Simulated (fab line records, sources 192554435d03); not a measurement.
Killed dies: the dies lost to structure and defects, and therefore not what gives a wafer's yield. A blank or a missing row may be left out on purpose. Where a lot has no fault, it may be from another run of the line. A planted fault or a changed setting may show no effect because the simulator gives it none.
Which of the tools did it? -- flow n5-finfet -- 24 lots, 72 wafers sampled, at 6 steps of a route of 1938

== WHAT THE GAUGES READ, wafer by wafer ==
N5_BEOL_M8_CD_MEAS_11: target cd 38.5 nm. Usual: cd-nm 38.7 nm, standard deviation 0.4.
lot,measured,on,cd-nm (nm),flag
L074,day 8 23:12,cd-sem-03,38.8 38.4 38.9,
L076,day 9 11:25,cd-sem-01,39.0 38.5 39.0,
L075,day 9 21:37,cd-sem-01,39.4 39.8 39.4,
L077,day 10 06:22,cd-sem-03,39.2 39.1 38.5,
L078,day 10 17:17,cd-sem-03,38.9 38.9 38.4,
L079,day 11 03:04,cd-sem-01,38.9 38.7 38.8,
L080,day 11 08:38,cd-sem-03,38.7 38.0 38.4,
L083,day 11 17:32,cd-sem-01,38.5 38.6 38.9,
L081,day 12 03:46,cd-sem-02,38.4 38.8 38.2,
L082,day 12 06:30,cd-sem-02,38.5 38.6 38.7,
L084,day 12 16:44,cd-sem-01,38.9 39.1 39.2,
L085,day 12 22:06,cd-sem-01,38.2 39.1 38.0,
L086,day 13 04:47,cd-sem-03,38.5 38.7 37.7,
L089,day 13 06:49,cd-sem-03,38.3 38.5 38.1,
L087,day 13 15:28,cd-sem-03,38.9 38.8 38.7,
L088,day 13 16:56,cd-sem-03,38.9 39.1 38.5,
L090,day 13 22:55,cd-sem-01,38.3 38.2 38.7,
L092,day 14 02:19,cd-sem-02,39.2 39.5 39.3,
L093,day 14 05:17,cd-sem-03,38.5 39.1 38.8,
L091,day 14 10:09,cd-sem-01,38.9 38.4 39.0,
L094,day 15 02:29,cd-sem-02,38.8 38.7 38.5,
L095,day 15 03:44,cd-sem-03,38.1 37.9 38.2,
L097,day 15 14:38,cd-sem-01,38.7 39.0 38.0,
L096,day 16 06:18,cd-sem-02,38.8 38.8 38.3,

N5_BEOL_M8_RS_MEAS_57: a four-point-probe measurement. Usual: M8_RS gives 0.290 ohm/sq (standard deviation 0.0074).
lot,measured,on,M8_RS (ohm/sq),flag
L074,day 9 07:55,film-metro-01,0.288 0.302 0.286,
L076,day 9 18:45,film-metro-01,0.276 0.293 0.284,
L075,day 10 02:13,film-metro-02,0.281 0.276 0.276,
L077,day 10 13:39,film-metro-02,0.288 0.277 0.286,
L078,day 11 00:55,film-metro-01,0.287 0.283 0.280,
L079,day 11 10:11,film-metro-02,0.292 0.290 0.284,
L080,day 11 17:50,film-metro-02,0.289 0.298 0.288,
L083,day 12 01:27,film-metro-01,0.287 0.295 0.289,
L081,day 12 11:06,film-metro-02,0.305 0.300 0.300,
L082,day 12 11:40,film-metro-01,0.298 0.290 0.288,
L084,day 12 21:07,film-metro-02,0.287 0.280 0.288,
L085,day 13 04:29,film-metro-01,0.299 0.282 0.295,
L086,day 13 13:21,film-metro-01,0.287 0.292 0.295,
L089,day 13 12:18,film-metro-01,0.293 0.284 0.291,
L087,day 13 20:29,film-metro-01,0.292 0.288 0.305,
L088,day 13 22:31,film-metro-01,0.275 0.302 0.288,
L090,day 14 03:46,film-metro-02,0.285 0.285 0.291,
L092,day 14 07:37,film-metro-01,0.297 0.295 0.288,
L093,day 14 09:23,film-metro-01,0.301 0.301 0.300,
L091,day 14 14:46,film-metro-02,0.276 0.281 0.282,
L094,day 15 08:27,film-metro-02,0.294 0.281 0.298,
L095,day 15 08:32,film-metro-02,0.292 0.294 0.295,
L097,day 15 20:19,film-metro-01,0.288 0.281 0.286,
L096,day 16 14:13,film-metro-01,0.294 0.295 0.300,

N5_BEOL_M9_INSPECT_13: inspects for defects (brightfield). Usual: raw-defect-count 431, standard deviation 110.
lot,measured,on,raw-defect-count,flag
L074,day 9 09:42,defect-inspect-01,394 269 388,
L076,day 9 20:42,defect-inspect-02,448 383 446,
L075,day 10 06:23,defect-inspect-02,519 542 621,
L077,day 10 16:50,defect-inspect-02,268 286 265,
L078,day 11 02:48,defect-inspect-01,229 417 499,
L079,day 11 13:12,defect-inspect-01,434 513 468,
L080,day 11 21:20,defect-inspect-02,657 534 538,
L083,day 12 04:04,defect-inspect-02,349 440 385,
L081,day 12 13:20,defect-inspect-01,305 363 540,
L082,day 12 13:34,defect-inspect-01,436 418 374,
L084,day 12 22:49,defect-inspect-01,461 505 363,
L085,day 13 06:07,defect-inspect-01,370 280 371,
L086,day 13 15:55,defect-inspect-01,581 482 411,
L089,day 13 15:33,defect-inspect-01,398 406 553,
L087,day 13 22:56,defect-inspect-02,326 287 361,
L088,day 14 00:03,defect-inspect-01,416 496 420,
L090,day 14 05:32,defect-inspect-01,274 456 557,
L092,day 14 10:18,defect-inspect-02,406 562 463,
L093,day 14 11:30,defect-inspect-02,332 349 438,
L091,day 14 16:39,defect-inspect-01,434 303 434,
L094,day 15 11:10,defect-inspect-02,325 481 349,
L095,day 15 11:20,defect-inspect-02,556 532 491,
L097,day 15 23:56,defect-inspect-02,608 665 675,
L096,day 16 17:35,defect-inspect-01,490 435 327,

== TOOL THAT RAN EACH LOT (tool first, then ch and the chambers of the sampled wafers, then the start) ==
lot,N5_BEOL_M8_DESCUM_33,N5_BEOL_M8_TRENCH_ETCH_37,N5_BEOL_M8_CURE_75
L074,"rie-diel-04 ch 0,1,2, day 9 04:08","rie-diel-04 ch 0,1,2, day 9 04:49 or earlier","uv-cure-02 ch 0, day 9 04:49"
L076,"rie-diel-01 ch 0,1,2, day 9 14:11","rie-diel-01 ch 0,1,2, day 9 15:04 or earlier","uv-cure-02 ch 2, day 9 15:04"
L075,"rie-diel-01 ch 0,3, day 9 22:44","rie-diel-01 ch 0,3, day 9 23:31 or earlier","uv-cure-02 ch 0, day 9 23:31"
L077,"rie-diel-01 ch 1,2, day 10 08:47","rie-diel-01 ch 1,2, day 10 09:34 or earlier","uv-cure-03 ch 0, day 10 09:34"
L078,"rie-diel-01 ch 0,1,2, day 10 21:38","rie-diel-01 ch 0,1,2, day 10 22:16 or earlier","uv-cure-02 ch 2, day 10 22:16"
L079,"rie-diel-04 ch 0,3, day 11 07:13","rie-diel-04 ch 0,3, day 11 07:54 or earlier","uv-cure-02 ch 1, day 11 07:54"
L080,"rie-diel-02 ch 0,1,3, day 11 13:49","rie-diel-02 ch 0,1,3, day 11 14:29 or earlier","uv-cure-02 ch 1, day 11 14:29"
L083,"rie-diel-01 ch 1,3, day 11 21:00","rie-diel-01 ch 1,3, day 11 21:40 or earlier","uv-cure-02 ch 0, day 11 21:40"
L081,"rie-diel-02 ch 1,3, day 12 07:21","rie-diel-02 ch 1,3, day 12 08:05 or earlier","uv-cure-01 ch 1, day 12 08:05"
L082,"rie-diel-01 ch 1,2, day 12 08:13","rie-diel-01 ch 1,2, day 12 08:53 or earlier","uv-cure-02 ch 2, day 12 08:53"
L084,"rie-diel-01 ch 2,3, day 12 17:53","rie-diel-01 ch 2,3, day 12 18:33 or earlier","uv-cure-01 ch 0, day 12 18:33"
L085,"rie-diel-02 ch 0,1,3, day 13 00:03","rie-diel-02 ch 0,1,3, day 13 00:41 or earlier","uv-cure-02 ch 2, day 13 00:41"
L086,"rie-diel-01 ch 0,3, day 13 09:28","rie-diel-01 ch 0,3, day 13 10:15 or earlier","uv-cure-01 ch 0, day 13 10:15"
L089,"rie-diel-01 ch 2,3, day 13 09:04","rie-diel-01 ch 2,3, day 13 09:49 or earlier","uv-cure-01 ch 0, day 13 09:49"
L087,"rie-diel-02 ch 1,3, day 13 17:51","rie-diel-02 ch 1,3, day 13 18:31 or earlier","uv-cure-03 ch 0, day 13 18:31"
L088,"rie-diel-02 ch 0,2,3, day 13 18:14","rie-diel-02 ch 0,2,3, day 13 18:55 or earlier","uv-cure-03 ch 1, day 13 18:55"
L090,"rie-diel-01 ch 0,1,2, day 14 01:16","rie-diel-01 ch 0,1,2, day 14 01:57 or earlier","uv-cure-01 ch 1, day 14 01:57"
L092,"rie-diel-02 ch 1,2, day 14 04:08","rie-diel-02 ch 1,2, day 14 04:49 or earlier","uv-cure-03 ch 0, day 14 04:49"
L093,"rie-diel-02 ch 1,3, day 14 06:27","rie-diel-02 ch 1,3, day 14 07:05 or earlier","uv-cure-03 ch 2, day 14 07:05"
L091,"rie-diel-01 ch 0,1,3, day 14 11:10","rie-diel-01 ch 0,1,3, day 14 11:48 or earlier","uv-cure-03 ch 0, day 14 11:48"
L094,"rie-diel-04 ch 0,2,3, day 15 05:04","rie-diel-04 ch 0,2,3, day 15 05:46 or earlier","uv-cure-02 ch 2, day 15 05:46"
L095,"rie-diel-04 ch 0,2, day 15 05:28","rie-diel-04 ch 0,2, day 15 06:08 or earlier","uv-cure-02 ch 1, day 15 06:08"
L097,"rie-diel-04 ch 0,2,3, day 15 15:48","rie-diel-04 ch 0,2,3, day 15 16:25 or earlier","uv-cure-01 ch 1, day 15 16:25"
L096,"rie-diel-04 ch 1,2,3, day 16 10:08","rie-diel-04 ch 1,2,3, day 16 11:01 or earlier","uv-cure-02 ch 0, day 16 11:01"
- N5_BEOL_M8_DESCUM_33: chemistry O2, time 7 s.
- N5_BEOL_M8_TRENCH_ETCH_37: etches SiCOH lowk in C4F6/O2, target depth 93.478 nm, time 31.2 s.
- N5_BEOL_M8_CURE_75: cures SiCOH lowk, time 120 s.

== WHAT THE TOOLS THEMSELVES READ (means of the sampled wafers that have a number; where no wafer has one, the mark that the record gives instead) ==
N5_BEOL_M8_DESCUM_33. Usual: drypump-motor-current-A 5.5 A, standard deviation 0.38; oes-product-au 0.80 a.u., standard deviation 0.08; rf-vpp-V 243.5 V, standard deviation 1.2; showerhead-plenum-p-Torr 2.12 Torr, standard deviation 0.063; throttle-valve-pct 20.41 %, standard deviation 0.16.
lot,tool,drypump-motor-current-A (A),oes-product-au (a.u.),rf-vpp-V (V),showerhead-plenum-p-Torr (Torr),throttle-valve-pct (%),flag
L074,rie-diel-04,5.5,0.82,242.8,2.08,20.49,
L076,rie-diel-01,5.7,0.79,244.2,2.19,20.30,
L075,rie-diel-01,5.6,0.86,243.3,2.09,20.25,
L077,rie-diel-01,6.0,0.73,243.5,2.17,20.39,
L078,rie-diel-01,5.8,0.79,243.7,2.19,20.31,
L079,rie-diel-04,5.7,0.74,243.0,2.08,20.59,
L080,rie-diel-02,5.2,0.73,244.3,2.13,20.64,
L083,rie-diel-01,5.8,0.79,242.4,2.07,20.35,
L081,rie-diel-02,4.9,0.74,244.0,2.13,20.48,
L082,rie-diel-01,5.9,0.72,245.0,2.16,20.42,
L084,rie-diel-01,5.8,0.84,242.3,2.09,20.32,
L085,rie-diel-02,5.2,0.82,244.0,2.13,20.54,
L086,rie-diel-01,5.6,0.83,244.0,2.09,20.28,
L089,rie-diel-01,6.0,0.83,244.3,2.15,20.34,
L087,rie-diel-02,5.0,0.73,243.9,2.13,20.50,
L088,rie-diel-02,5.4,0.77,244.1,2.12,20.46,
L090,rie-diel-01,5.8,0.87,244.9,2.18,20.23,
L092,rie-diel-02,5.0,0.74,242.8,2.08,20.63,
L093,rie-diel-02,5.0,0.71,244.1,2.13,20.50,
L091,rie-diel-01,5.6,0.86,243.3,2.12,20.23,
L094,rie-diel-04,5.6,0.84,243.5,2.09,20.45,
L095,rie-diel-04,5.6,0.88,242.8,2.07,20.36,
L097,rie-diel-04,5.6,0.84,242.8,2.09,20.45,
L096,rie-diel-04,5.5,0.79,242.8,2.08,20.53,

N5_BEOL_M8_TRENCH_ETCH_37. Usual: C4F6_flow_sccm 10.00 sccm, standard deviation 0.031; drypump-motor-current-A 5.5 A, standard deviation 0.38; mfc-ar-sccm 299.8 sccm, standard deviation 0.83; oes_ar_750_au 0.80 a.u., standard deviation 0.076; oes-product-au 0.80 a.u., standard deviation 0.08; rf-vpp-V 667 V, standard deviation 10; showerhead-plenum-p-Torr 2.88 Torr, standard deviation 0.083; throttle-valve-pct 20.89 %, standard deviation 0.16.
lot,tool,C4F6_flow_sccm (sccm),drypump-motor-current-A (A),mfc-ar-sccm (sccm),oes_ar_750_au (a.u.),oes-product-au (a.u.),rf-vpp-V (V),showerhead-plenum-p-Torr (Torr),throttle-valve-pct (%),flag
L074,rie-diel-04,9.99,5.5,300.0,0.81,0.81,656,2.82,20.94,
L076,rie-diel-01,10.00,5.8,299.5,0.79,0.80,677,2.98,20.80,
L075,rie-diel-01,10.01,5.6,300.1,0.86,0.86,668,2.84,20.74,
L077,rie-diel-01,10.00,6.0,300.3,0.74,0.74,671,2.95,20.91,
L078,rie-diel-01,10.01,5.8,299.8,0.79,0.79,678,2.97,20.82,
L079,rie-diel-04,10.05,5.7,300.7,0.74,0.74,661,2.83,21.02,
L080,rie-diel-02,9.99,5.2,299.5,0.73,0.73,667,2.90,21.15,
L083,rie-diel-01,10.00,5.8,300.0,0.79,0.78,662,2.82,20.85,
L081,rie-diel-02,10.02,5.0,300.0,0.74,0.73,668,2.91,21.04,
L082,rie-diel-01,9.99,5.9,299.6,0.72,0.72,673,2.94,20.94,
L084,rie-diel-01,10.01,5.8,299.9,0.84,0.84,664,2.84,20.76,
L085,rie-diel-02,9.98,5.2,299.4,0.82,0.82,666,2.90,21.05,
L086,rie-diel-01,10.00,5.5,300.1,0.83,0.83,666,2.83,20.77,
L089,rie-diel-01,9.99,6.0,300.5,0.82,0.83,669,2.91,20.77,
L087,rie-diel-02,9.97,5.0,300.0,0.73,0.72,667,2.90,21.05,
L088,rie-diel-02,10.00,5.4,298.9,0.78,0.78,670,2.88,20.94,
L090,rie-diel-01,9.98,5.8,299.7,0.86,0.87,677,2.96,20.71,
L092,rie-diel-02,10.01,5.0,300.4,0.75,0.74,670,2.84,21.13,
L093,rie-diel-02,10.03,5.0,300.0,0.73,0.71,668,2.90,21.06,
L091,rie-diel-01,9.99,5.6,300.6,0.86,0.86,671,2.88,20.74,
L094,rie-diel-04,10.03,5.6,299.8,0.83,0.83,657,2.84,20.92,
L095,rie-diel-04,10.01,5.6,299.7,0.88,0.88,657,2.81,20.81,
L097,rie-diel-04,9.99,5.6,299.3,0.83,0.83,657,2.84,20.92,
L096,rie-diel-04,9.99,5.5,299.9,0.79,0.79,654,2.83,20.99,

N5_BEOL_M8_CURE_75. Usual: lamp-power-pct 52.31 %, standard deviation 0.062; wafer_temp_C_max 371.7, standard deviation 0.67.
lot,tool,lamp-power-pct (%),wafer_temp_C_max,flag
L074,uv-cure-02,52.32,371.3,
L076,uv-cure-02,52.36,371.5,
L075,uv-cure-02,52.28,371.1,
L077,uv-cure-03,52.23,371.1,
L078,uv-cure-02,52.27,371.3,
L079,uv-cure-02,52.28,372.8,
L080,uv-cure-02,52.26,372.1,
L083,uv-cure-02,52.35,371.7,
L081,uv-cure-01,52.33,372.6,
L082,uv-cure-02,52.33,370.9,
L084,uv-cure-01,52.34,371.7,
L085,uv-cure-02,52.32,371.5,
L086,uv-cure-01,52.34,371.2,
L089,uv-cure-01,52.29,371.1,
L087,uv-cure-03,52.38,371.6,
L088,uv-cure-03,52.32,372.8,
L090,uv-cure-01,52.33,372.8,
L092,uv-cure-03,52.30,371.7,
L093,uv-cure-03,52.31,371.3,
L091,uv-cure-03,52.28,371.3,
L094,uv-cure-02,52.33,371.2,
L095,uv-cure-02,52.28,372.5,
L097,uv-cure-01,52.33,372.7,
L096,uv-cure-02,52.36,371.3,

== THE ANSWER, worked out from the rows above alone ==
Rule: take the mean of a lot's wafers that have a number; if it is more than 3 standard deviations from the usual mean, the lot is off. A lot without any number at a reading at which 4 lots or more have one is off too. Any other lot the step has rows for is counted as sound. The gauges are gone through in route order, then the tools' own readings, and for those a lot's mean is taken as printed above. The first step at which some lot is off is used, and at that step the reading that is off furthest; a lot without a number counts as furthest.
Nothing can be told from this: no lot is off at any reading shown.

== WHAT HAD BEEN PUT IN BY THE SIMULATOR ==
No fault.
